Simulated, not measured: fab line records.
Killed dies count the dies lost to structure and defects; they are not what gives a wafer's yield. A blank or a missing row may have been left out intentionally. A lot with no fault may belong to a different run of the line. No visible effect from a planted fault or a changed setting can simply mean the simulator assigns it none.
Which of the tools did it? | flow nand_harc | 33 wafers from 11 lots sampled at 7 of the route's 1302 steps

## WHAT THE GAUGES SHOWED, per wafer
NHARC_P_STI_INSPECT_25.
lot  | measured     | on                | raw_defect_count
L781 | day 4 02:02  | defect_inspect-01 | 234 184 292
L782 | day 4 09:54  | defect_inspect-01 | 196 201 175
L783 | day 4 21:02  | defect_inspect-01 | 222 185 217
L787 | day 6 09:02  | defect_inspect-02 | 155 412 223
L792 | day 8 10:38  | defect_inspect-01 | 1208 982 1129
L793 | day 9 00:15  | defect_inspect-02 | 1110 1077 1161
L799 | day 11 10:36 | defect_inspect-02 | 86 124 146
L800 | day 11 22:47 | defect_inspect-02 | 267 370 330
L801 | day 12 05:11 | defect_inspect-02 | 361 449 306
L803 | day 13 04:26 | defect_inspect-01 | 281 253 423
L804 | day 13 12:00 | defect_inspect-02 | 349 100 240

NHARC_P_GATE_INSPECT_28.
lot  | measured     | on                | raw_defect_count
L781 | day 5 01:28  | defect_inspect-02 | 4 4 2
L782 | day 5 08:44  | defect_inspect-01 | 4 1 4
L783 | day 6 01:35  | defect_inspect-01 | 3 9 11
L787 | day 7 08:46  | defect_inspect-02 | 6 6 5
L792 | day 9 10:55  | defect_inspect-02 | 844 861 836
L793 | day 9 22:41  | defect_inspect-02 | 889 852 873
L799 | day 12 09:43 | defect_inspect-01 | 3 7 4
L800 | day 13 04:52 | defect_inspect-01 | 6 12 5
L801 | day 13 07:13 | defect_inspect-01 | 4 5 4
L803 | day 14 07:23 | defect_inspect-02 | 6 6 9
L804 | day 14 10:53 | defect_inspect-02 | 4 5 8

NHARC_END_SORT_01.
lot  | measured     | on        | killed_at_array | killed_at_other | killed_at_periphery | killed_dies | killed_open | killed_short
L792 | day 28 12:41 | prober-02 | 94 43 70        | 0 0 0           | 101 86 100          | 195 129 170 | 4 2 1       | 2 2 2
L793 | day 29 15:25 | prober-02 | 19 17 19        | 0 1 0           | 44 95 102           | 63 113 121  | 3 2 6       | 0 3 3
L799 | day 31 22:08 | prober-02 | 58 69           | 2 0             | 3 1                 | 63 70       | 2 6         | 4 4

## WHICH TOOL RAN EACH LOT (tool, then ch and the chambers of the sampled wafers, then the start)
lot  | NHARC_P_ZERO_WELL_RTA_42         | NHARC_P_STI_DESCUM_14              | NHARC_P_STI_ETCH_31                           | NHARC_P_STI_STRIP_24
L781 | rtp_anneal-01 ch 0, day 2 03:22  | rie_diel-08 ch 0,1,2, day 2 20:44  | rie_diel-08 ch 0,1,2, day 3 17:37 or earlier  | wet_bench-06 ch 2,3,4, day 3 17:37
L782 | rtp_anneal-01 ch 0, day 2 13:13  | rie_diel-06 ch 2,3, day 3 08:19    | rie_diel-06 ch 2,3, day 3 08:34               | wet_bench-09 ch 0,4,5, day 4 02:26
L783 | rtp_anneal-01 ch 0, day 2 23:01  | rie_diel-13 ch 2,3, day 3 18:28    | rie_diel-13 ch 1,2, day 4 12:53 or earlier    | wet_bench-06 ch 1,4,6, day 4 12:53
L787 | rtp_anneal-02 ch 0, day 4 14:46  | rie_diel-13 ch 0,1,3, day 5 06:19  | rie_diel-13 ch 0,1,2, day 6 01:26 or earlier  | wet_bench-09 ch 0,1,3, day 6 01:26
L792 | rtp_anneal-02 ch 0, day 6 16:55  | rie_diel-06 ch 2,3, day 7 08:41    | rie_diel-06 ch 1,2, day 8 02:29 or earlier    | wet_bench-06 ch 1,6,7, day 8 02:29
L793 | rtp_anneal-01 ch 0, day 7 02:47  | rie_diel-06 ch 0,1,2, day 7 20:35  | rie_diel-06 ch 0,1,2, day 8 16:10 or earlier  | wet_bench-06 ch 2,3,7, day 8 16:10
L799 | rtp_anneal-01 ch 0, day 9 15:13  | rie_diel-08 ch 1,2, day 10 07:29   | rie_diel-08 ch 0,1,2, day 11 03:08 or earlier | wet_bench-06 ch 2,5,6, day 11 03:08
L800 | rtp_anneal-01 ch 0, day 10 04:44 | rie_diel-06 ch 1,2, day 10 20:38   | rie_diel-06 ch 1,2,3, day 11 14:40 or earlier | wet_bench-06 ch 1,6,7, day 11 14:40
L801 | rtp_anneal-02 ch 0, day 10 11:08 | rie_diel-06 ch 1,2,3, day 11 02:38 | rie_diel-06 ch 1,2,3, day 11 21:05 or earlier | wet_bench-09 ch 3,4,5, day 11 21:05
L803 | rtp_anneal-02 ch 0, day 11 07:12 | rie_diel-06 ch 0,1,3, day 11 23:18 | rie_diel-06 ch 1,3, day 12 19:25 or earlier   | wet_bench-04 ch 0,6,7, day 12 19:25
L804 | rtp_anneal-01 ch 0, day 11 16:55 | rie_diel-08 ch 0,3, day 12 08:38   | rie_diel-08 ch 0,1,3, day 13 03:22 or earlier | wet_bench-04 ch 0,4,5, day 13 03:22
- NHARC_P_ZERO_WELL_RTA_42: time 300 s.
- NHARC_P_STI_DESCUM_14: chemistry O2, time 3 s.
- NHARC_P_STI_ETCH_31: etches the open film in CF4/CHF3, target depth 108.9 nm, time 54.5 s.
- NHARC_P_STI_STRIP_24: strips Si3N4 in H3PO4.

## WHAT THE TOOLS THEMSELVES READ (means of the sampled wafers that have a number; where no wafer has one, the mark that the record gives instead)
NHARC_P_ZERO_WELL_RTA_42.
lot  | tool          | lamp_power_pct (%) | wafer_temp_C_max
L781 | rtp_anneal-01 | 32                 | 1105.2
L782 | rtp_anneal-01 | 32                 | 1104.6
L783 | rtp_anneal-01 | 32                 | 1103.8
L787 | rtp_anneal-02 | 39                 | 1103.9
L792 | rtp_anneal-02 | 39                 | 1103.4
L793 | rtp_anneal-01 | 32                 | 1105.1
L799 | rtp_anneal-01 | 32                 | 1104.3
L800 | rtp_anneal-01 | 32                 | 1104.7
L801 | rtp_anneal-02 | 39                 | 1104.2
L803 | rtp_anneal-02 | 39                 | 1104.2
L804 | rtp_anneal-01 | 32                 | 1104.3

NHARC_P_STI_DESCUM_14.
lot  | tool        | drypump_motor_current_A (A) | oes_product_au (a.u.) | rf_vpp_V (V) | showerhead_plenum_p_Torr (Torr) | throttle_valve_pct (%)
L781 | rie_diel-08 | 4.9                         | 0.990                 | 58.3         | 1.95                            | 11.315
L782 | rie_diel-06 | 5.5                         | 0.989                 | 57.8         | 1.93                            | 11.324
L783 | rie_diel-13 | 5.8                         | 0.989                 | 57.4         | 1.84                            | 11.314
L787 | rie_diel-13 | 5.3                         | 0.993                 | 57.4         | 1.87                            | 11.319
L792 | rie_diel-06 | 5.8                         | 0.990                 | 58.2         | 1.93                            | 11.308
L793 | rie_diel-06 | 6.1                         | 0.994                 | 57.7         | 1.85                            | 11.317
L799 | rie_diel-08 | 5.0                         | 0.997                 | 58.6         | 2.03                            | 11.309
L800 | rie_diel-06 | 6.0                         | 1.004                 | 57.1         | 1.82                            | 11.310
L801 | rie_diel-06 | 5.8                         | 0.990                 | 57.6         | 1.87                            | 11.310
L803 | rie_diel-06 | 5.8                         | 0.991                 | 57.7         | 1.85                            | 11.302
L804 | rie_diel-08 | 5.1                         | 1.008                 | 56.3         | 1.81                            | 11.309

NHARC_P_STI_ETCH_31.
lot  | tool        | bias_w (W) | drypump_motor_current_A (A) | oes_product_au (a.u.) | rf_vpp_V (V) | showerhead_plenum_p_Torr (Torr) | throttle_valve_pct (%)
L781 | rie_diel-08 | 200.3      | 4.9                         | 0.959                 | 371.6        | 1.60                            | 16.808
L782 | rie_diel-06 | 200.5      | 5.8                         | 0.952                 | 371.4        | 1.59                            | 16.798
L783 | rie_diel-13 | 200.0      | 5.8                         | 0.953                 | 368.2        | 1.52                            | 16.808
L787 | rie_diel-13 | 200.5      | 5.6                         | 0.930                 | 369.0        | 1.52                            | 16.801
L792 | rie_diel-06 | 199.6      | 6.0                         | 0.958                 | 369.0        | 1.55                            | 16.812
L793 | rie_diel-06 | 200.5      | 6.1                         | 0.933                 | 369.1        | 1.53                            | 16.807
L799 | rie_diel-08 | 200.2      | 4.9                         | 0.965                 | 371.6        | 1.60                            | 16.796
L800 | rie_diel-06 | 199.9      | 5.8                         | 0.962                 | 369.9        | 1.54                            | 16.800
L801 | rie_diel-06 | 199.8      | 5.8                         | 0.956                 | 370.6        | 1.54                            | 16.810
L803 | rie_diel-06 | 199.4      | 5.8                         | 0.920                 | 369.1        | 1.50                            | 16.805
L804 | rie_diel-08 | 200.1      | 5.1                         | 0.981                 | 369.9        | 1.56                            | 16.800

## THE ANSWER, worked out from the rows above alone
Rule: the lots themselves supply what counts as usual. Put in order of their means at a reading, lots are off if they are a third of the lots or fewer, leave a main group of 4 or more, and stand apart from it by a gap of 3 or more times the standard deviation of the main group's means; of several such gaps the widest counts. The tables above print the reading to a certain number of digits; a main group whose means all agree to those digits is not used. Also off: a lot with no number at a reading for which 4 or more lots have one. Where the step has rows for the other lots, those lots are counted as sound. The gauges are gone through in route order, then the tools' own readings, and for those a lot's mean is taken as printed above. The first step at which some lot is off is used, and at that step the reading that is off furthest; a lot without a number counts as furthest.
Off at NHARC_P_STI_INSPECT_25 (raw_defect_count): L792, L793. Main group: mean 251, sd 73.
If a tool, at a process step before that reading, ran all the lots that are off and no sound lot after the first of them, it fits. Those tools and the gauges at NHARC_P_STI_INSPECT_25 are tried in the same way. NHARC_P_STI_ETCH_31 gives no start for some lots, so the hours and the order of its lots are those of NHARC_P_STI_STRIP_24. Of those tried, none fits.

## WHAT HAD BEEN PUT IN BY THE SIMULATOR
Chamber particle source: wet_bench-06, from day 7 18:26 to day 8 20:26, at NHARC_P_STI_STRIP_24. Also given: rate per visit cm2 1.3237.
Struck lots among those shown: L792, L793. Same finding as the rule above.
